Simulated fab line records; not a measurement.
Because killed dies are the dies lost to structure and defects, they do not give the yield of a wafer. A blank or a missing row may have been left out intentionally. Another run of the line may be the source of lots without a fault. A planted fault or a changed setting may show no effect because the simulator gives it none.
fab line records	flow n5Finfet
[record] lots = 24	wafers = 72	lastDay = 18
route steps=1938 shown DUMMY_GATE@236 SD_EPI_P@305 ILD0@343
lots with no fault: from the same line, run without faults
startH: the number of hours between the record's first day and the start of the first shown wafer of the lot	waitH: hours from the lot's prior step to this one	" as in the row above	L1.1+2: a single row standing in for several wafers	- value missing, or start not given	* or withheld: withheld	< > ~ a bound
route shown NAME@n: NAME is a module with steps in the file, n the number in the route of the first one	usual: mean/standard deviation taken from wafers without a fault	same: alike in all rows	chamber/n: place in a boat	sites: each site's reading	_std_site: the values' standard deviation	_edge_site: outer sites' mean less inner sites'	radiusMm: how far each site lies from the wafer's centre	mask NAME#n: copy n	behind: the most recent tool/chamber to have shaped the wafer	hold: cause of the lot's hold/its duration in hours/its outcome	device: which transistor (n, p or np) failed to switch	end of line: the route-end tests of the same wafers	where a step has no rows: the recipe by itself	killed: dies lost to structure and defects at the first sort, not the wafer's yield	map: dies across one wafer; x = killed, . = not, _ = none there
set.NAME: the setting as run; set.NAME@STEP: as run at that earlier step	model.NAME: the simulator's own value behind a step, which no gauge read
route steps across a sampled set of lots; one table per step, one row per wafer
services: when a tool's chamber went out of use (startH, in hours from the record's first day, below 0 if earlier), for how many hours, and the reason
[[steps]]
[step N5_DUMMY_GATE_ETCH_36]
[recipe] chemistry = CF4	target = SiARC	targetDepthA = 130	pressureMtorr = 40	sourceW = 545	biasW = 36	Ar_flow_sccm = 100	cf4FlowSccm = 100	ionEnergyEv = 80
[usual] drypumpMotorCurrentA = 5.7/0.34	oesProductAu = 0.76/0.084	rfVppV = 184.2/1.1	showerheadPlenumPTorr = 2.16/0.059	throttleValvePct = 15.62/0.29
lot.wafer	tool	chamber	startH	waitH	drypumpMotorCurrentA	oesProductAu	rfHoursCounterH	rfVppV	showerheadPlenumPTorr	throttleValvePct
L074.4	rieDiel-04	2	49.18	0.0	6.2	0.70	243	183.5	2.10	15.46
L074.5	"	3	"	"	5.9	0.71	-	184.3	2.22	15.82
L074.6	"	2	"	"	6.2	0.69	-	183.1	2.10	15.45
L075.2	rieDiel-04	3	55.01	0.0	5.9	0.71	212	183.2	2.22	15.83
L075.4	"	2	"	"	6.2	0.68	245	184.0	2.10	15.46
L075.6	"	0	"	"	5.6	0.72	-	183.5	2.22	15.73
L076.2	rieDiel-05	2	59.82	0.0	5.8	0.73	174	183.5	2.13	15.61
L076.3	"	0	"	"	5.4	0.68	246	182.4	2.04	15.96
L076.5	"	3	"	"	5.6	0.69	-	183.9	2.14	15.69
L077.1	rieDiel-05	3	67.74	0.0	5.6	0.69	178	182.5	2.14	15.68
L077.2	"	0	"	"	5.4	0.68	248	182.4	2.04	15.96
L077.5	"	2	"	"	5.8	0.74	-	182.8	2.13	15.61
L078.2	rieDiel-04	0	75.30	0.0	5.6	0.72	212	184.4	2.22	15.75
L078.5	"	1	"	"	6.3	0.72	-	185.6	2.21	15.81
L078.6	"	2	"	"	6.2	0.69	-	182.3	2.09	15.47
L079.3	rieDiel-05	2	82.52	0.0	5.8	0.73	183	183.3	2.13	15.64
L079.4	"	1	"	"	5.2	0.80	-	184.7	2.15	15.32
L079.5	"	2	"	"	5.9	0.73	-	183.7	2.13	15.61
L080.2	rieDiel-01	2	87.23	0.0	5.4	0.70	214	182.2	2.12	16.03
L080.5	"	2	"	"	5.4	0.71	-	183.7	2.12	16.04
L080.6	"	1	"	"	5.5	0.78	-	184.4	2.14	15.57
L081.2	rieDiel-01	2	93.79	0.0	5.4	0.71	216	184.2	2.12	16.03
L081.4	"	3	"	"	5.6	0.76	116	182.6	2.06	15.40
L081.5	"	0	"	"	5.3	0.87	-	185.5	2.18	15.48
L082.1	rieDiel-01	1	96.01	0.0	5.5	0.76	151	183.6	2.14	15.57
L082.3	"	3	"	"	5.7	0.75	117	184.5	2.06	15.37
L082.5	"	0	"	"	5.3	0.86	-	184.8	2.18	15.47
L083.1	rieDiel-04	1	101.20	0.0	6.3	0.72	202	185.2	2.21	15.83
L083.3	"	2	"	"	6.2	0.98	3	184.5	2.09	14.95
L083.4	"	3	"	"	5.9	0.70	227	184.5	2.21	15.89
L084.2	rieDiel-04	3	105.20	0.0	5.9	0.69	228	184.6	2.21	15.86
L084.4	"	0	"	"	5.6	0.71	223	186.0	2.21	15.77
L084.6	"	3	"	"	5.9	0.70	-	183.7	2.21	15.88
L085.1	rieDiel-05	0	115.27	0.0	5.4	0.97	3	186.5	2.29	15.45
L085.2	"	3	"	"	5.6	0.67	197	183.3	2.13	15.72
L085.6	"	0	"	"	5.4	0.97	-	185.7	2.29	15.46
L086.3	rieDiel-05	2	117.06	0.0	5.8	0.72	195	185.3	2.13	15.64
L086.4	"	1	"	"	5.2	0.77	127	183.8	2.15	15.34
L086.5	"	3	"	"	5.6	0.67	-	185.3	2.13	15.72
L087.3	rieDiel-04	2	124.96	0.0	6.2	0.94	10	183.0	2.09	14.97
L087.4	"	3	"	"	5.9	0.69	233	185.6	2.21	15.87
L087.5	"	2	"	"	6.2	0.94	-	182.5	2.09	14.96
L088.2	rieDiel-04	0	132.96	0.0	5.7	0.71	231	184.5	2.21	15.77
L088.4	"	3	"	"	5.9	0.69	236	184.3	2.21	15.89
L088.5	"	3	"	"	5.9	0.69	-	184.7	2.21	15.92
L089.2	rieDiel-01	3	143.17	0.0	5.6	0.75	131	185.0	2.05	15.43
L089.3	"	2	"	"	5.4	0.69	231	184.3	2.12	16.05
L089.5	"	1	"	"	5.5	0.76	-	183.2	2.14	15.59
L090.3	rieDiel-04	3	150.95	0.0	5.9	0.69	241	185.7	2.21	15.92
L090.4	"	1	"	"	6.3	0.71	215	186.4	2.21	15.84
L090.5	"	1	"	"	6.3	0.70	-	184.0	2.21	15.86
L091.1	rieDiel-01	2	154.39	0.0	5.4	0.69	235	184.2	2.11	16.07
L091.2	"	3	"	"	5.7	0.74	135	182.8	2.05	15.42
L091.3	"	0	"	"	5.3	0.85	56	184.9	2.17	15.52
L092.1	rieDiel-04	1	154.75	0.0	6.3	0.71	216	183.7	2.21	15.87
L092.2	"	0	"	"	5.7	0.71	237	184.9	2.21	15.79
L092.3	"	2	"	"	6.2	0.92	18	185.3	2.09	14.98
L093.2	rieDiel-01	3	162.63	0.0	5.7	0.73	137	184.5	2.05	15.44
L093.3	"	2	"	"	5.4	0.69	237	184.3	2.11	16.08
L093.4	"	1	"	"	5.5	0.75	171	183.2	2.13	15.60
L094.1	rieDiel-04	1	171.30	0.0	6.3	0.70	221	185.0	2.20	15.86
L094.5	"	0	"	"	5.6	0.70	-	182.8	2.20	15.82
L094.6	"	3	"	"	5.9	0.68	-	184.9	2.21	15.92
L095.2	rieDiel-01	0	181.82	0.0	5.3	0.83	61	184.9	2.17	15.55
L095.3	"	2	"	"	5.4	0.69	241	184.1	2.11	16.06
L095.4	"	3	"	"	5.7	0.73	140	184.1	2.05	15.43
L097.2	rieDiel-05	1	193.02	0.0	5.2	0.76	147	181.6	2.14	15.37
L097.4	"	1	"	"	5.2	0.76	-	183.6	2.14	15.36
L097.5	"	0	"	"	5.4	0.91	-	185.9	2.29	15.51
L096.1	rieDiel-04	0	196.80	0.0	5.6	0.69	250	183.8	2.20	15.82
L096.2	"	2	"	"	6.2	0.90	30	184.7	2.08	15.01
L096.4	"	0	"	"	5.6	0.69	-	185.7	2.20	15.81
[step N5_DUMMY_GATE_CD_MEAS_50]
[recipe] targetCdNm = 14
[usual] cdNm = 14.0/0.35
lot.wafer	tool	chamber	startH	waitH	cdNm
L074.4	cdSem-01	-	49.52	0.0	14.0
L074.5	"	-	"	"	14.4
L074.6	"	-	"	"	14.2
L075.2	cdSem-01	-	55.28	0.0	13.9
L075.4	"	-	"	"	14.3
L075.6	"	-	"	"	14.2
L076.2	cdSem-02	-	60.09	0.0	14.1
L076.3	"	-	"	"	14.5
L076.5	"	-	"	"	13.7
L077.1	cdSem-02	-	68.10	0.0	13.7
L077.2	"	-	"	"	13.6
L077.5	"	-	"	"	13.8
L078.2	cdSem-02	-	75.63	0.0	13.6
L078.5	"	-	"	"	13.9
L078.6	"	-	"	"	13.8
L079.3	cdSem-03	-	82.80	0.0	13.4
L079.4	"	-	"	"	14.2
L079.5	"	-	"	"	12.8
L080.2	cdSem-02	-	87.50	0.0	14.4
L080.5	"	-	"	"	14.2
L080.6	"	-	"	"	13.8
L081.2	cdSem-01	-	94.06	0.0	14.2
L081.4	"	-	"	"	14.1
L081.5	"	-	"	"	13.2
L082.1	cdSem-02	-	96.38	0.0	13.3
L082.3	"	-	"	"	13.6
L082.5	"	-	"	"	13.2
L083.1	cdSem-02	-	101.47	0.0	13.5
L083.3	"	-	"	"	13.9
L083.4	"	-	"	"	14.0
L084.2	cdSem-03	-	105.47	0.0	14.2
L084.4	"	-	"	"	14.4
L084.6	"	-	"	"	13.6
L085.1	cdSem-01	-	115.54	0.0	14.8
L085.2	"	-	"	"	14.0
L085.6	"	-	"	"	14.1
L086.3	cdSem-02	-	117.34	0.0	14.1
L086.4	"	-	"	"	14.0
L086.5	"	-	"	"	14.0
L087.3	cdSem-03	-	125.23	0.0	13.8
L087.4	"	-	"	"	13.9
L087.5	"	-	"	"	13.9
L088.2	cdSem-02	-	133.31	0.0	14.3
L088.4	"	-	"	"	14.3
L088.5	"	-	"	"	14.1
L089.2	cdSem-02	-	143.44	0.0	14.0
L089.3	"	-	"	"	14.6
L089.5	"	-	"	"	14.2
L090.3	cdSem-01	-	151.26	0.0	14.0
L090.4	"	-	"	"	13.9
L090.5	"	-	"	"	14.1
L091.1	cdSem-02	-	154.67	0.0	14.4
L091.2	"	-	"	"	13.9
L091.3	"	-	"	"	13.5
L092.1	cdSem-02	-	155.11	0.0	13.7
L092.2	"	-	"	"	14.1
L092.3	"	-	"	"	13.9
L093.2	cdSem-02	-	162.90	0.0	14.1
L093.3	"	-	"	"	14.1
L093.4	"	-	"	"	14.1
L094.1	cdSem-01	-	171.57	0.0	13.5
L094.5	"	-	"	"	14.0
L094.6	"	-	"	"	13.5
L095.2	cdSem-01	-	182.09	0.0	13.9
L095.3	"	-	"	"	14.7
L095.4	"	-	"	"	13.8
L097.2	cdSem-02	-	193.29	0.0	13.8
L097.4	"	-	"	"	13.5
L097.5	"	-	"	"	13.4
L096.1	cdSem-02	-	197.07	0.0	14.8
L096.2	"	-	"	"	14.7
L096.4	"	-	"	"	14.3
[step N5_DUMMY_GATE_ETCH_31]
[recipe] chemistry = C4F6/O2	target = SiO2	maskMaterial = SOC	targetDepthA = 825	timeS = 27.5	ionEnergyEv = 250	pressureMtorr = 30	sourceW = 345	biasW = 185	Ar_flow_sccm = 300	C4F6_flow_sccm = 10	O2_flow_sccm = 10
[usual] drypumpMotorCurrentA = 5.7/0.33	oesProductAu = 0.75/0.076	rfVppV = 662/14	showerheadPlenumPTorr = 2.88/0.08	throttleValvePct = 21.17/0.27
lot.wafer	tool	chamber	startH	waitH	drypumpMotorCurrentA	oesProductAu	rfHoursCounterH	rfVppV	showerheadPlenumPTorr	throttleValvePct
L074.4	rieDiel-05	0	49.60	0.1	5.4	0.67	244	648	2.72	21.57
L074.5	"	3	"	"	5.6	0.71	-	660	2.86	21.29
L074.6	"	0	"	"	5.4	0.68	-	648	2.72	21.56
L075.2	rieDiel-05	3	55.32	0.0	5.6	0.70	174	662	2.86	21.27
L075.4	"	2	"	"	5.9	0.74	173	652	2.85	21.15
L075.6	"	2	"	"	5.9	0.74	-	650	2.85	21.13
L076.2	rieDiel-05	0	60.13	0.0	5.4	0.67	246	647	2.72	21.56
L076.3	"	2	"	"	5.9	0.74	174	650	2.84	21.15
L076.5	"	2	"	"	5.9	0.74	-	650	2.85	21.12
L077.1	rieDiel-04	1	68.22	0.1	6.3	0.72	189	688	2.94	21.28
L077.2	"	3	"	"	5.9	0.71	216	671	2.94	21.37
L077.5	"	3	"	"	5.9	0.71	-	671	2.94	21.36
L078.2	rieDiel-04	1	75.67	0.0	6.3	0.72	192	689	2.94	21.29
L078.5	"	1	"	"	6.3	0.73	-	689	2.94	21.28
L078.6	"	0	"	"	5.6	0.73	-	645	2.95	21.32
L079.3	rieDiel-04	0	82.84	0.0	5.6	0.72	215	646	2.95	21.34
L079.4	"	3	"	"	5.9	0.70	-	671	2.94	21.35
L079.5	"	1	"	"	6.3	0.72	-	687	2.93	21.28
L080.2	rieDiel-01	2	87.55	0.0	5.4	0.70	214	678	2.84	21.68
L080.5	"	3	"	"	5.6	0.77	-	677	2.72	20.84
L080.6	"	2	"	"	5.3	0.71	-	678	2.84	21.70
L081.2	rieDiel-04	3	94.18	0.1	5.9	0.70	225	670	2.94	21.36
L081.4	"	1	"	"	6.3	0.72	199	687	2.93	21.29
L081.5	"	1	"	"	6.3	0.71	-	688	2.93	21.30
L082.1	rieDiel-05	1	96.48	0.1	5.2	0.78	120	654	2.86	20.87
L082.3	"	3	"	"	5.6	0.69	190	659	2.86	21.32
L082.5	"	1	"	"	5.2	0.78	-	656	2.86	20.87
L083.1	rieDiel-05	3	101.77	0.3	5.6	0.69	192	661	2.86	21.31
L083.3	"	2	"	"	5.8	0.72	191	650	2.84	21.15
L083.4	"	3	"	"	5.6	0.69	-	659	2.85	21.30
L084.2	rieDiel-05	3	105.52	0.0	5.6	0.69	193	661	2.85	21.33
L084.4	"	2	"	"	5.9	0.73	-	650	2.84	21.17
L084.6	"	1	"	"	5.2	0.77	-	656	2.86	20.88
L085.1	rieDiel-01	3	115.59	0.0	5.7	0.75	124	677	2.72	20.85
L085.2	"	1	"	"	5.5	0.75	157	676	2.83	21.00
L085.6	"	3	"	"	5.7	0.75	-	676	2.72	20.85
L086.3	rieDiel-05	2	117.38	0.0	5.9	0.73	196	650	2.83	21.17
L086.4	"	3	"	"	5.6	0.68	197	660	2.85	21.34
L086.5	"	0	"	"	5.4	0.97	-	659	3.06	21.20
L087.3	rieDiel-05	0	125.55	0.3	5.4	0.95	7	660	3.06	21.20
L087.4	"	3	"	"	5.6	0.68	200	660	2.85	21.33
L087.5	"	0	"	"	5.4	0.95	-	659	3.06	21.21
L088.2	rieDiel-05	3	133.37	0.1	5.6	0.68	202	660	2.85	21.32
L088.4	"	2	"	"	5.9	0.72	201	650	2.83	21.19
L088.5	"	1	"	"	5.2	0.76	-	653	2.86	20.91
L089.2	rieDiel-01	0	143.48	0.0	5.3	0.85	52	645	2.89	21.15
L089.3	"	3	"	"	5.7	0.75	131	677	2.72	20.86
L089.5	"	2	"	"	5.4	0.70	-	678	2.83	21.71
L090.3	rieDiel-01	2	151.32	0.0	5.4	0.70	233	678	2.83	21.72
L090.4	"	3	"	"	5.7	0.75	133	675	2.71	20.87
L090.5	"	3	"	"	5.7	0.75	-	676	2.71	20.86
L091.1	rieDiel-04	2	154.85	0.2	6.2	0.93	18	673	2.77	20.49
L091.2	"	3	"	"	5.9	0.69	242	668	2.93	21.38
L091.3	"	1	"	"	6.3	0.71	216	689	2.92	21.32
L092.1	rieDiel-05	1	155.40	0.3	5.2	0.75	138	655	2.86	20.89
L092.2	"	2	"	"	5.9	0.71	208	649	2.83	21.17
L092.3	"	0	"	"	5.4	0.91	17	659	3.05	21.22
L093.2	rieDiel-04	0	162.95	0.0	5.7	0.70	240	643	2.94	21.36
L093.3	"	1	"	"	6.3	0.70	219	686	2.92	21.32
L093.4	"	2	"	"	6.2	0.91	20	671	2.77	20.51
L094.1	rieDiel-04	2	171.62	0.0	6.2	0.91	21	671	2.77	20.50
L094.5	"	3	"	"	5.9	0.69	-	669	2.93	21.39
L094.6	"	0	"	"	5.6	0.71	-	644	2.94	21.37
L095.2	rieDiel-04	1	182.19	0.1	6.3	0.69	224	687	2.92	21.34
L095.3	"	3	"	"	5.9	0.69	249	670	2.93	21.40
L095.4	"	2	"	"	6.2	0.90	25	671	2.77	20.50
L097.2	rieDiel-04	0	193.51	0.2	5.6	0.69	249	645	2.93	21.36
L097.4	"	1	"	"	6.3	0.70	-	689	2.92	21.32
L097.5	"	0	"	"	5.7	0.69	-	644	2.93	21.35
L096.1	rieDiel-05	2	197.12	0.0	5.9	0.70	217	650	2.83	21.21
L096.2	"	1	"	"	5.2	0.76	148	653	2.85	20.92
L096.4	"	2	"	"	5.9	0.71	-	650	2.83	21.19
[step N5_SD_EPI_P_INSPECT_11]
[recipe] mode = adi	inspectInstrument = macro
[usual] rawDefectCount = 2.0/1.3
lot.wafer	tool	chamber	startH	waitH	rawDefectCount
L074.4	defectInspect-01	-	56.26	0.0	3
L074.5	"	-	"	"	1
L074.6	"	-	"	"	1
L075.2	defectInspect-01	-	63.12	0.0	0
L075.4	"	-	"	"	1
L075.6	"	-	"	"	3
L076.2	defectInspect-02	-	67.52	0.0	2
L076.3	"	-	"	"	2
L076.5	"	-	"	"	0
L077.1	defectInspect-02	-	74.33	0.0	2
L077.2	"	-	"	"	1
L077.5	"	-	"	"	1
L078.2	defectInspect-01	-	81.95	0.0	3
L078.5	"	-	"	"	1
L078.6	"	-	"	"	1
L079.3	defectInspect-01	-	91.66	0.0	3
L079.4	"	-	"	"	3
L079.5	"	-	"	"	3
L080.2	defectInspect-01	-	93.98	0.0	2
L080.5	"	-	"	"	1
L080.6	"	-	"	"	4
L081.2	defectInspect-01	-	101.24	0.0	2
L081.4	"	-	"	"	2
L081.5	"	-	"	"	2
L082.1	defectInspect-01	-	103.34	0.0	4
L082.3	"	-	"	"	1
L082.5	"	-	"	"	2
L083.1	defectInspect-01	-	109.64	0.0	3
L083.3	"	-	"	"	3
L083.4	"	-	"	"	1
L084.2	defectInspect-01	-	113.53	0.0	3
L084.4	"	-	"	"	1
L084.6	"	-	"	"	0
L085.1	defectInspect-01	-	122.31	0.0	2
L085.2	"	-	"	"	0
L085.6	"	-	"	"	0
L086.3	defectInspect-01	-	126.49	0.0	1
L086.4	"	-	"	"	0
L086.5	"	-	"	"	4
L087.3	defectInspect-01	-	131.66	0.0	3
L087.4	"	-	"	"	3
L087.5	"	-	"	"	3
L088.2	defectInspect-02	-	139.69	0.0	3
L088.4	"	-	"	"	2
L088.5	"	-	"	"	1
L089.2	defectInspect-02	-	150.15	0.0	3
L089.3	"	-	"	"	2
L089.5	"	-	"	"	3
L090.3	defectInspect-01	-	159.67	0.0	5
L090.4	"	-	"	"	3
L090.5	"	-	"	"	2
L092.1	defectInspect-02	-	161.86	0.0	2
L092.2	"	-	"	"	2
L092.3	"	-	"	"	1
L091.1	defectInspect-02	-	161.90	0.0	3
L091.2	"	-	"	"	2
L091.3	"	-	"	"	3
L093.2	defectInspect-02	-	169.23	0.0	4
L093.3	"	-	"	"	0
L093.4	"	-	"	"	3
L094.1	defectInspect-01	-	179.17	0.0	2
L094.5	"	-	"	"	1
L094.6	"	-	"	"	1
L095.2	defectInspect-02	-	188.44	0.0	2
L095.3	"	-	"	"	1
L095.4	"	-	"	"	6
L097.2	defectInspect-01	-	200.09	0.0	0
L097.4	"	-	"	"	2
L097.5	"	-	"	"	0
L096.1	defectInspect-02	-	203.70	0.0	2
L096.2	"	-	"	"	2
L096.4	"	-	"	"	0
[step N5_ILD0_ALD_15]
[recipe] material = SiNx	targetThkA = 240	tempC = 400	aldPrecursorFamily = SiH2I2	aldCoReactant = N2/H2-plasma	pulseTimeS = 1	aldCycles = 480	purgeTimeS = 2	coReactantPurgeTimeS = 2	pressureTorr = 2
[usual] heaterPowerW = 867/100	precursorPulseHeightRel = 0.998/0.02
[same] purgeTimeS = 2
lot.wafer	tool	chamber	startH	waitH	heaterPowerW	precursorPulseHeightRel
L074.4	aldSin-02	2	65.12	0.4	911	1.011
L074.5	"	2	66.20	1.4	904	0.995
L074.6	"	1	"	"	859	0.989
L075.2	aldSin-01	1	71.63	0.5	807	1.017
L075.4	"	3	72.71	1.3	646	1.053
L075.6	"	2	"	"	841	1.015
L076.2	aldSin-04	0	75.94	0.5	926	1.045
L076.3	"	3	"	"	968	0.973
L076.5	"	1	77.03	1.2	935	0.989
L077.1	aldSin-04	1	82.65	0.6	947	0.989
L077.2	"	3	"	"	936	0.989
L077.5	"	3	83.73	1.2	952	1.018
L078.2	aldSin-01	0	91.22	1.4	973	1.000
L078.5	"	0	92.30	2.1	979	1.001
L078.6	"	3	"	"	641	0.970
L079.3	aldSin-04	2	101.54	0.4	742	0.985
L079.4	"	0	"	"	860	0.994
L079.5	"	1	102.62	1.2	998	0.986
L080.2	aldSin-01	3	102.51	0.6	633	1.004
L080.5	"	3	103.60	1.4	664	1.000
L080.6	"	0	"	"	955	0.977
L081.2	aldSin-02	1	111.20	1.3	863	1.011
L081.4	"	3	"	"	916	1.033
L081.5	"	3	112.29	2.1	938	0.975
L082.1	aldSin-04	0	112.33	1.1	863	1.004
L082.3	"	1	"	"	999	0.958
L082.5	"	3	113.41	1.7	891	0.965
L083.1	aldSin-02	3	118.03	0.6	937	1.005
L083.3	"	0	"	"	998	0.997
L083.4	"	2	"	"	906	0.988
L084.2	aldSin-04	1	122.92	0.5	1005	0.989
L084.4	"	2	"	"	731	1.000
L084.6	"	1	124.01	1.1	1026	1.004
L085.1	aldSin-02	1	130.68	0.6	855	1.009
L085.2	"	2	"	"	917	0.983
L085.6	"	2	131.77	1.2	923	1.013
L086.3	aldSin-02	0	136.71	0.4	1004	0.999
L086.4	"	2	137.80	1.3	895	1.010
L086.5	"	1	"	"	855	0.980
L087.3	aldSin-01	1	140.10	0.4	820	0.998
L087.4	"	2	"	"	839	0.986
L087.5	"	2	141.19	1.2	855	1.000
L088.2	aldSin-01	1	149.91	0.5	816	0.984
L088.4	"	2	"	"	820	0.982
L088.5	"	3	151.00	1.2	659	1.001
L089.2	aldSin-02	0	159.98	0.5	1029	1.002
L089.3	"	3	"	"	952	1.017
L089.5	"	0	161.07	1.2	1001	1.027
L090.3	aldSin-02	3	167.92	0.4	930	0.989
L090.4	"	0	"	"	1003	1.032
L090.5	"	3	169.01	1.2	922	1.038
L092.1	aldSin-04	0	170.12	0.6	866	0.976
L092.2	"	1	"	"	997	1.004
L092.3	"	3	"	"	888	0.953
L091.1	aldSin-01	1	171.02	0.6	824	0.974
L091.2	"	0	"	"	1001	0.991
L091.3	"	2	"	"	827	1.011
L093.2	aldSin-04	3	177.75	0.7	889	1.001
L093.3	"	0	"	"	890	1.028
L093.4	"	1	"	"	1021	1.020
L094.1	aldSin-04	2	187.88	0.6	757	1.006
L094.5	"	3	188.97	1.2	886	0.999
L094.6	"	0	"	"	856	0.991
L095.2	aldSin-01	1	197.34	0.5	821	0.982
L095.3	"	3	"	"	658	1.025
L095.4	"	2	"	"	828	1.024
L097.2	aldSin-01	0	209.62	0.5	964	0.951
L097.4	"	1	"	"	844	1.043
L097.5	"	2	210.70	1.2	828	1.013
L096.1	aldSin-01	2	212.32	0.6	837	1.036
L096.2	"	0	"	"	985	0.999
L096.4	"	3	"	"	643	0.972
[step N5_ILD0_THK_MEAS_13]
[usual] thkNm = 18.0/1.2
lot.wafer	tool	chamber	startH	waitH	thkNm
L074.4	filmMetro-02	-	67.62	-	20.2
L074.5	"	-	"	"	20.5
L074.6	"	-	"	"	19.5
L075.2	filmMetro-01	-	74.12	-	18.5
L075.4	"	-	"	"	19.8
L075.6	"	-	"	"	18.3
L076.2	filmMetro-01	-	78.69	-	16.9
L076.3	"	-	"	"	18.5
L076.5	"	-	"	"	16.5
L077.1	filmMetro-01	-	85.14	-	17.7
L077.2	"	-	"	"	17.2
L077.5	"	-	"	"	18.6
L078.2	filmMetro-01	-	93.73	-	18.6
L078.5	"	-	"	"	17.8
L078.6	"	-	"	"	17.7
L079.3	filmMetro-02	-	104.04	-	17.5
L079.4	"	-	"	"	19.4
L079.5	"	-	"	"	18.6
L080.2	filmMetro-02	-	105.01	-	17.8
L080.5	"	-	"	"	17.4
L080.6	"	-	"	"	17.6
L081.2	filmMetro-02	-	113.70	-	15.6
L081.4	"	-	"	"	17.0
L081.5	"	-	"	"	16.5
L082.1	filmMetro-02	-	114.82	-	19.0
L082.3	"	-	"	"	17.6
L082.5	"	-	"	"	17.6
L083.1	filmMetro-01	-	120.52	-	16.9
L083.3	"	-	"	"	17.4
L083.4	"	-	"	"	17.9
L084.2	filmMetro-01	-	125.42	-	17.2
L084.4	"	-	"	"	16.5
L084.6	"	-	"	"	18.8
L085.1	filmMetro-02	-	133.18	-	18.8
L085.2	"	-	"	"	20.0
L085.6	"	-	"	"	18.7
L086.3	filmMetro-02	-	139.23	-	16.7
L086.4	"	-	"	"	17.5
L086.5	"	-	"	"	16.9
L087.3	filmMetro-01	-	142.60	-	16.3
L087.4	"	-	"	"	17.9
L087.5	"	-	"	"	16.3
L088.2	filmMetro-01	-	152.41	-	18.3
L088.4	"	-	"	"	16.7
L088.5	"	-	"	"	16.7
L089.2	filmMetro-01	-	162.48	-	18.5
L089.3	"	-	"	"	18.2
L089.5	"	-	"	"	18.8
L090.3	filmMetro-02	-	170.42	-	20.3
L090.4	"	-	"	"	18.9
L090.5	"	-	"	"	18.2
L092.1	filmMetro-02	-	172.61	-	19.8
L092.2	"	-	"	"	17.5
L092.3	"	-	"	"	18.8
L091.1	filmMetro-02	-	173.52	-	17.1
L091.2	"	-	"	"	20.0
L091.3	"	-	"	"	17.0
L093.2	filmMetro-02	-	180.25	-	19.6
L093.3	"	-	"	"	18.1
L093.4	"	-	"	"	19.6
L094.1	filmMetro-02	-	190.38	-	17.8
L094.5	"	-	"	"	17.8
L094.6	"	-	"	"	18.9
L095.2	filmMetro-02	-	199.84	-	17.3
L095.3	"	-	"	"	16.9
L095.4	"	-	"	"	20.0
L097.2	filmMetro-02	-	212.14	-	17.4
L097.4	"	-	"	"	17.6
L097.5	"	-	"	"	19.8
L096.1	filmMetro-02	-	214.82	-	19.9
L096.2	"	-	"	"	19.1
L096.4	"	-	"	"	18.0
[[services]]
tool	chamber	startH	hours	kind
rieDiel-04	-	30.72	3.5	repair
aldSin-01	-	41.94	28.1	pm
aldSin-01	0	70.25	20.8	repair
rieDiel-05	0	75.31	-	clean
rieDiel-04	2	75.40	-	clean
rieDiel-04	2	75.40	-	consumableReplace:focusRing
rieDiel-01	0	83.15	5.0	repair
aldSin-04	-	85.25	14.0	pm
rieDiel-01	0	97.10	6.9	repair
aldSin-02	3	121.55	17.2	repair
aldSin-02	-	130.27	0.4	repair
rieDiel-05	1	141.67	9.0	repair
aldSin-04	2	153.87	21.7	repair
rieDiel-04	3	184.80	-	clean
rieDiel-04	3	184.80	-	consumableReplace:focusRing
rieDiel-04	3	184.80	21.8	scheduledDown
rieDiel-04	3	184.80	21.8	ventCycle
rieDiel-05	3	190.29	7.9	repair
rieDiel-01	1	194.00	11.3	repair
rieDiel-01	0	197.51	3.7	repair
rieDiel-04	0	206.61	-	clean
rieDiel-04	0	206.61	-	consumableReplace:focusRing
rieDiel-04	0	206.61	19.9	scheduledDown
rieDiel-04	0	206.61	19.9	ventCycle
[[key]]
fault none
